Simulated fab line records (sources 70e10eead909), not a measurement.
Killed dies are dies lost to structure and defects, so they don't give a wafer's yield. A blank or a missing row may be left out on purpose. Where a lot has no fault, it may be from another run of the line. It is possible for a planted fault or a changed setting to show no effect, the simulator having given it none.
A lot that was struck, set against a sound lot    flow nand_harc    43 steps out of a route of 1302
Sound: these wafers, L542.3, L542.5, L542.6. Wafers struck: L552.1, L552.2, L552.5. The cause is given at the end.
Order at every step that has rows: each side's tool, ch and its chambers, its first start. Under that, the readings that differ: sound wafers    struck wafers    difference of the means    sigmas: that difference in standard deviations of wafers without a fault.
alike: a reading whose means differ by less than 2 such deviations, as well as words and numbers matching on both sides. not compared: withheld readings; readings where some wafer has no value; bounds like >300 that might hide an equal value; numbers whose values overlap and for which the record gives no deviation.
A row with sigmas, a row that says differs or no value, or rows on one side alone: a step with any of these is where the two part. When numbers do not overlap yet have no deviation, they are printed without sigmas and do not part them. Lack of a reading on every wafer of one side parts them only where that side has two or more wafers.

first, 7 steps without rows for these wafers: NHARC_A_CONTACT_COAT_62 (time 65 s); NHARC_A_CONTACT_COAT_63 (resist thk 90 nm); NHARC_A_CONTACT_SOFTBAKE_64 (time 55 s); NHARC_A_CONTACT_EBR_65; NHARC_A_CONTACT_EXPOSE_66 (exposes mask A CC 2); NHARC_A_CONTACT_PEB_67 (peb time 65 s); NHARC_A_CONTACT_DEVELOP_68 (develop time 35 s).
NHARC_A_CONTACT_CD_MEAS_69: target cd 300 nm.
  sound on cd_sem-02 ch 0, day 24 09:34; struck on cd_sem-03 ch 0, day 28 18:33
  alike: cd_nm
NHARC_A_CONTACT_OVL_MEAS_70:
  sound: overlay-02 at day 24 09:38; struck: overlay-01 at day 28 18:38
  alike: overlay_x_nm, overlay_y_nm
NHARC_A_CONTACT_INSPECT_71:
  sound: defect_inspect-01 at day 24 09:41; struck: defect_inspect-01 at day 28 18:40
  alike: raw_defect_count
then, 2 steps without rows for these wafers: NHARC_A_CONTACT_DESCUM_74 (chemistry O2, time 3 s); NHARC_A_CONTACT_ETCH_75 (etches the open film in CF4, target depth 39 nm, time 65 s).
NHARC_A_CONTACT_ETCH_76: etches the open film in N2/H2, target depth 260 nm, time 475.3 s.
  sound on rie_diel-12 ch 0,2,3, day 24 10:02; struck on rie_diel-08 ch 1,3, day 28 18:55
  alike: drypump_motor_current_A, oes_product_au, rf_vpp_V, showerhead_plenum_p_Torr, throttle_valve_pct
  not compared: rf_hours_counter_h
then, 4 steps without rows for these wafers: NHARC_A_CONTACT_ETCH_77 (etches the open film in CF4/CHF3, target depth 108.9 nm, time 54.5 s); NHARC_A_CONTACT_ETCH_78 (etches the open film in O2/COS, target depth 5300 nm, time 1378 s); NHARC_A_CONTACT_ETCH_124 (etches the open film in C4F8/O2/Ar, time 140 s, target depth 700 nm); NHARC_A_CONTACT_ETCH_125 (etches the open film in C4F8/O2/Ar, time 197 s, target depth 1918 nm).
NHARC_A_CONTACT_ETCH_126: etches the open film in C4F8/O2/Ar, time 197 s, target depth 1918 nm.
  sound on har_cap_etch-01 ch 0,1, day 24 11:49; struck on har_cap_etch-01 ch 0,1, day 28 20:39
  not compared: rf_hours_counter_h
then, 1 step without rows for these wafers: NHARC_A_CONTACT_ETCH_127 (etches the open film in C4F8/O2/Ar, time 197 s, target depth 1918 nm).
NHARC_A_CONTACT_ETCH_128: etches the open film in C4F8/O2/Ar, time 197 s, target depth 1918 nm.
  sound on har_cap_etch-01 ch 0,1, day 24 12:10; struck on har_cap_etch-01 ch 0,1, day 28 21:01
  not compared: rf_hours_counter_h
then, 2 steps without rows for these wafers: NHARC_A_CONTACT_ETCH_129 (etches the open film in C4F8/O2/Ar, time 197 s, target depth 1918 nm); NHARC_A_CONTACT_ETCH_130 (etches the open film in C4F8/O2/Ar, time 197 s, target depth 1918 nm).
NHARC_A_CONTACT_ETCH_131: etches the open film in C4F8/O2/Ar, time 197 s, target depth 1918 nm.
  sound on har_cap_etch-01 ch 0,1, day 24 12:41; struck on har_cap_etch-01 ch 0,1, day 28 21:32
  not compared: rf_hours_counter_h
then, 4 steps without rows for these wafers: NHARC_A_CONTACT_ETCH_132 (etches the open film in C4F8/O2/Ar, time 197 s, target depth 1924 nm); NHARC_A_CONTACT_ETCH_133 (etches the open film in C4F8/O2/Ar, time 374 s, target depth 1610 nm); NHARC_A_CONTACT_ETCH_91 (etches the open film in CH3F/O2, target depth 40 nm, time 85.7 s); NHARC_A_CONTACT_ETCH_97 (etches the open film in C4F6/O2, target depth 20 nm, time 10 s).
NHARC_A_CONTACT_CD_MEAS_80:
  sound: cd_sem-03 at day 24 13:59; struck: cd_sem-01 at day 28 22:53
  alike: cd_nm
then, 3 steps without rows for these wafers: NHARC_A_CONTACT_STRIP_103 (strips in N2/H2); NHARC_A_CONTACT_STRIP_104 (strips in CF4/CHF3); NHARC_A_CONTACT_STRIP_105 (strips in O2/COS).
NHARC_A_CONTACT_ETCH_106: etches the open film in CF4/O2, target depth 90 nm, overetch 9 nm, time 49.5 s.
  sound on rie_diel-08 ch 1,2,3, day 24 14:18; struck on rie_diel-08 ch 1,2, day 28 23:11
  alike: drypump_motor_current_A, oes_ar_750_au, oes_product_au, rf_vpp_V, showerhead_plenum_p_Torr, throttle_valve_pct
  not compared: rf_hours_counter_h
NHARC_A_CONTACT_STRIP_82: strips in O2.
  sound on rie_diel-08 ch 0,1,2; struck on rie_diel-08 ch 1,2,3
  alike: drypump_motor_current_A, oes_product_au, rf_vpp_V, showerhead_plenum_p_Torr, throttle_valve_pct
  not compared: rf_hours_counter_h
then, 9 steps without rows for these wafers: NHARC_A_CONTACT_STRIP_83 (strips in post etch residue remover, time 600 s); NHARC_A_CONTACT_DEP_84 (deposits aC, target thk 2800 nm); NHARC_A_CONTACT_DEP_85 (deposits SiON, target thk 60 nm); NHARC_A_CONTACT_DEHYDRATE_00 (time 120 s); NHARC_A_CONTACT_HMDS_01 (time 30 s); NHARC_A_CONTACT_COAT_86 (time 75 s); NHARC_A_CONTACT_COAT_87 (time 65 s); NHARC_A_CONTACT_COAT_02 (resist thk 90 nm); NHARC_A_CONTACT_SOFTBAKE_03 (time 55 s).
-- break in the record here, with 2 days between the starts of the struck wafers on either side (left off in module A_CONTACT, picked up again in module END, where the first step shown is number 1302 on the route) --
NHARC_END_SORT_01:
  sound on prober-01 ch 0, day 27 00:55; struck on prober-01 ch 0, day 31 09:40
reading          sound     struck       difference  sigmas
killed_at_array  85 87 69  140 162 169  +77         +3
killed_dies      86 89 72  143 166 172  +78         +4
  alike: killed_at_other, killed_at_periphery, killed_open, killed_short

== WHERE THEY PART ==
NHARC_END_SORT_01 only, going by this record.

WHY: what the simulator had put in
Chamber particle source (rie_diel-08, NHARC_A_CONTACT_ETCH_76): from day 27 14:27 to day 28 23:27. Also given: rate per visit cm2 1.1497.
